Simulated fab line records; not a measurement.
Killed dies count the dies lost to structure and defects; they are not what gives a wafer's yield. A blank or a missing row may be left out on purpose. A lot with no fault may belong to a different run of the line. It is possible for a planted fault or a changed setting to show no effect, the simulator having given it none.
Chamber matching / flow n5_finfet / N5_BEOL_M0_CUTY_ETCH_62 on rie_diel-06: 4 sister chambers
The step etches SiARC in CF4, time 58.5 s. 8 wafers are shown with their chamber, then 7 later ones without.

WAFERS, EACH WITH ITS CHAMBER
wafer=L075.5; chamber=1; showerhead_plenum_p_Torr (Torr)=2.14; throttle_valve_pct (%)=15.98
wafer=L079.1; chamber=1; showerhead_plenum_p_Torr (Torr)=2.13; throttle_valve_pct (%)=16.00
wafer=L088.6; chamber=3; showerhead_plenum_p_Torr (Torr)=2.24; throttle_valve_pct (%)=15.73
wafer=L090.1; chamber=2; showerhead_plenum_p_Torr (Torr)=2.03; throttle_valve_pct (%)=15.67
wafer=L090.2; chamber=0; showerhead_plenum_p_Torr (Torr)=2.22; throttle_valve_pct (%)=15.62
wafer=L090.6; chamber=0; showerhead_plenum_p_Torr (Torr)=2.22; throttle_valve_pct (%)=15.61
wafer=L092.1; chamber=2; showerhead_plenum_p_Torr (Torr)=2.03; throttle_valve_pct (%)=15.73
wafer=L092.2; chamber=3; showerhead_plenum_p_Torr (Torr)=2.24; throttle_valve_pct (%)=15.73

WAFERS WITHOUT THEIR CHAMBER
wafer=L092.4; showerhead_plenum_p_Torr (Torr)=2.21; throttle_valve_pct (%)=15.63
wafer=L095.2; showerhead_plenum_p_Torr (Torr)=2.23; throttle_valve_pct (%)=15.75
wafer=L095.4; showerhead_plenum_p_Torr (Torr)=2.03; throttle_valve_pct (%)=15.74
wafer=L095.5; showerhead_plenum_p_Torr (Torr)=2.03; throttle_valve_pct (%)=15.73
wafer=L094.1; showerhead_plenum_p_Torr (Torr)=2.23; throttle_valve_pct (%)=15.76
wafer=L094.3; showerhead_plenum_p_Torr (Torr)=2.03; throttle_valve_pct (%)=15.73
wafer=L094.6; showerhead_plenum_p_Torr (Torr)=2.12; throttle_valve_pct (%)=15.55

EACH ONE'S CHAMBER
wafer=L092.4; from the rows above=0; in truth=0
wafer=L095.2; from the rows above=3; in truth=3
wafer=L095.4; from the rows above=2; in truth=2
wafer=L095.5; from the rows above=2; in truth=2
wafer=L094.1; from the rows above=3; in truth=3
wafer=L094.3; from the rows above=2; in truth=2
wafer=L094.6; from the rows above=1; in truth=1
7 of 7 placed correctly. Left unplaced by these rows: 0. Number placed wrongly: 0.
How it was worked out, from the rows above alone: a wafer's distance from a chamber is the root of the sum, over the readings, of the square of ((its reading less the chamber's mean) divided by the reading's scatter). The wafer belongs to the nearest chamber; if the next one is less than 2 further off, it can't be placed. Each chamber's mean is taken over the wafers shown for it. The scatter: take each reading less its chamber's mean, square it, sum over the shown wafers, divide by the number of wafers less the number of chambers, and take the root.
